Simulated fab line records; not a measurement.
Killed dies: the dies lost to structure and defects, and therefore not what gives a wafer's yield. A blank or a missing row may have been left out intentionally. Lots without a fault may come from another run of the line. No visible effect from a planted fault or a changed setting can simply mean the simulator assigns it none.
Problem report, 8D (eight disciplines) form, completed by code ; flow n5_finfet ; the parts of the form that need people (team, actions taken, sign-off) are left out

== 1. PROBLEM STATEMENT ==
Wafers without a fault read 149.9 nm, standard deviation 2.5; trench_depth_nm at N5_BEOL_M11_OCD_MEAS_38 reads a mean of 13.9 nm on 2 wafers belonging to 2 lots. Measured from the usual mean, that is -54 standard deviations.
The first sign was on wafer L938.6 at day 12 16:58, on ocd-02. The record has a number at this step for 22 wafers belonging to 8 lots. By rule, "out" or "out of limits" means more than 4 standard deviations away from the usual mean. The rest of the wafers with a number are treated as sound.

== 2. WHAT THIS IS AND IS NOT ==
question;is;is not
which readings at this step;trench_depth_nm;-
which lots;L938, L939;L928, L929, L930, L944, L947, L949
which wafers of those lots;L938.6, L939.6;L938.5, L939.2
read on which gauges;ocd-01, ocd-02;-
when;from day 12 16:58;"up to then (10 sound wafers); but 10 sound wafers of L939, L944, L947, L949 came after"

== 3. WHAT RULES OUT EACH SUSPECT ==
Counting: a tool at a process step up to the reading stays a suspect if it ran every lot that is out. Sound lots after the first of them don't rule it out here, since some wafers of a struck lot are sound.
- ruled out: the gauge at N5_BEOL_M11_OCD_MEAS_38. The wafers that are out were read on 2 gauges (ocd-01, ocd-02).
- rie_diel-03 at N5_BEOL_M11_ETCH_62 (etches SOC in N2/H2, target depth 110 nm, overetch 22 nm, time 165 s): kept. It ran every lot that is out, first L938 (day 12 14:06); its last sound lot up to then is L930 (day 10 18:40).
- rie_diel-05 at N5_BEOL_M11_VIA_ETCH_34 (etches SiCOH lowk in C4F6/O2, target depth 184.5 nm, time 69.2 s): kept. It ran every lot that is out, first L938 (day 12 16:42); its last sound lot up to then is L928 (day 10 13:37). On those wafers its own readings are out: oes_product_au.
Remaining after the count are rie_diel-03 at N5_BEOL_M11_ETCH_62 and rie_diel-05 at N5_BEOL_M11_VIA_ETCH_34.

== 4. THE CAUSE (what the simulator had put in) ==
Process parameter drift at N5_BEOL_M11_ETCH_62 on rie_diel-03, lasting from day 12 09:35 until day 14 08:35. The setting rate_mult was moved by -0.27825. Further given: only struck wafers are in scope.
Of the 2 suspects that counting leaves, this tool is one.

== 5. THE EFFECT CHAIN, in route order ==
One row per reading whose mean, taken over the struck wafers that have a number, lies over 3 standard deviations from the usual. Scope: only readings with a usual standard deviation given in the record; hours: median across lots of the time from each lot's start at the first step in this table that gives one to its start at this step; sigmas: change in usual standard deviations.
hours;step;reading;usual;on struck wafers;change;sigmas
0;N5_BEOL_M11_VIA_ETCH_34;oes_product_au;0.80 a.u.;0.34;-0.46;-4.8
0;N5_BEOL_M11_OCD_MEAS_38;trench_depth_nm;149.9 nm;13.9;-136.0;-54
37;N5_PASSIVATION_PROBE_49;defect_limited_yield;91.1 %;13.5;-77.6;-60
37;N5_PASSIVATION_PROBE_49;killed_at_M4_up;14;942;+928;+99 or more
37;N5_PASSIVATION_PROBE_49;killed_dies;105;1020;+916;+61
37;N5_PASSIVATION_PROBE_49;killed_on_rim;14;124;+110;+31
37;N5_PASSIVATION_PROBE_49;sort_bin_5_function;5.3 %;83.2;+78.0;+99 or more
37;N5_PASSIVATION_PROBE_49;sort_n_pass;1075;160;-916;-61
37;N5_PASSIVATION_PROBE_49;sort_yield_pct;91.1 %;13.5;-77.6;-60
Here are the process steps it includes:
- N5_BEOL_M11_VIA_ETCH_34: etches SiCOH lowk in C4F6/O2, target depth 184.5 nm, time 69.2 s.
- N5_PASSIVATION_PROBE_49
Readings that are blank on the struck wafers while sound wafers have them: cd_nm at N5_BEOL_M11_CD_MEAS_18; cd_nm at N5_BEOL_M11_CD_MEAS_35.

== 6. HOW IT WOULD HAVE BEEN CAUGHT EARLIER ==
The first out-of-limits reading at a measuring or inspecting step in this record came at day 12 16:58, 7 hours after the fault's start at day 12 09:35.
Between N5_BEOL_M11_ETCH_62 and N5_BEOL_M11_OCD_MEAS_38, N5_BEOL_M11_CD_MEAS_18 gave no cd_nm on the struck wafers, where sound wafers have one: a measuring or inspecting step that comes back empty is itself a sign.
No tool reading at N5_BEOL_M11_ETCH_62 that has a usual standard deviation in the record was out on any struck wafer, so an alarm limit of 4 standard deviations on those readings would not have fired.
Among the 2 lots that are out, L939 began N5_BEOL_M11_ETCH_62 on rie_diel-03 after day 12 16:58. A hold on the tool at that time would have spared it.
